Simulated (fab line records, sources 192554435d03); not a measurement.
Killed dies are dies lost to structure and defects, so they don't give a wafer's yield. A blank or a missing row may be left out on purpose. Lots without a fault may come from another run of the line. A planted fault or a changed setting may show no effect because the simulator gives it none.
One fault seen from 2 desks | flow n5_finfet | each desk has only its own numbers; what lay behind them comes last

THE METROLOGY DESK
What the gauges read, lot by lot, whatever tool the lot ran on: means of the sampled wafers that have a number. A lot is out of limits, marked OUT, if its mean lies more than 4 standard deviations from the usual mean; the brackets give that distance.
Columns: A = M8_ILD_THK at N5_BEOL_M8_THK_MEAS_01, usual 155.3 nm
lot  | first seen here | A
L309 | day 9 17:04     | 157.9
L310 | day 9 23:02     | 155.3
L313 | day 11 03:31    | 156.4
L314 | day 11 04:24    | 154.4
L318 | day 12 09:11    | 155.1
L323 | day 12 21:33    | 164.8 (+4.3) OUT
L324 | day 13 03:08    | 165.8 (+4.8) OUT
L329 | day 14 22:26    | 155.1
L332 | day 15 07:11    | 156.0
L330 | day 15 10:55    | 154.4
This desk's finding: out of limits on L323, L324; first on L323, day 12 21:33 (M8_ILD_THK at N5_BEOL_M8_THK_MEAS_01). In limits: L309, L310, L313, L314, L318, L329, L332, L330.

THE TOOL OWNER'S DESK: pecvd-03
The tool's own readings at N5_BEOL_M8_ILD_DEP_00 (deposits SiCOH lowk from DEMS/porogen, target thk 179.75 nm, time 33.4 s): means of the sampled wafers that have a number, for each lot that ran on this tool. A lot is out of limits, marked OUT, if its mean lies more than 4 standard deviations from the usual mean; the brackets give that distance.
Columns: A = heater_power_w at N5_BEOL_M8_ILD_DEP_00, usual 327 W; B = showerhead_plenum_p_Torr at N5_BEOL_M8_ILD_DEP_00, usual 5.744 Torr; C = showerhead_vpp_V at N5_BEOL_M8_ILD_DEP_00, usual 1393 V; D = throttle_valve_pct at N5_BEOL_M8_ILD_DEP_00, usual 13.5 %
lot  | first seen here | A   | B     | C    | D
L309 | day 9 16:01     | 317 | 5.750 | 1448 | 13.2
L313 | day 11 02:56    | 350 | 5.755 | 1403 | 13.8
L314 | day 11 03:49    | 391 | 5.748 | 1411 | 13.0
L318 | day 12 08:35    | 399 | 5.756 | 1389 | 13.5
L323 | day 12 20:40    | 242 | 5.743 | 1484 | 13.7
L324 | day 13 02:33    | 302 | 5.761 | 1462 | 13.0
This desk's finding: nothing out of limits on any of the 6 lots.

PUT TOGETHER
The metrology desk could have raised an alarm at day 12 21:33, on L323, L324.
The tool owner's desk saw nothing out of limits.
The tool owner's desk has L323, L324 on record, within its limits.
Of the lots named, all ran N5_BEOL_M8_ILD_DEP_00 on pecvd-03.

WHAT THE SIMULATOR HAD PUT IN
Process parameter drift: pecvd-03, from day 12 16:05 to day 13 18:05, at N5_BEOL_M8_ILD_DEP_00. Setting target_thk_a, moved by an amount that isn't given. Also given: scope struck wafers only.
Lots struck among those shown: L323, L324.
Hours from the fault's start to each desk's first reading out of limits: the metrology desk, 5.
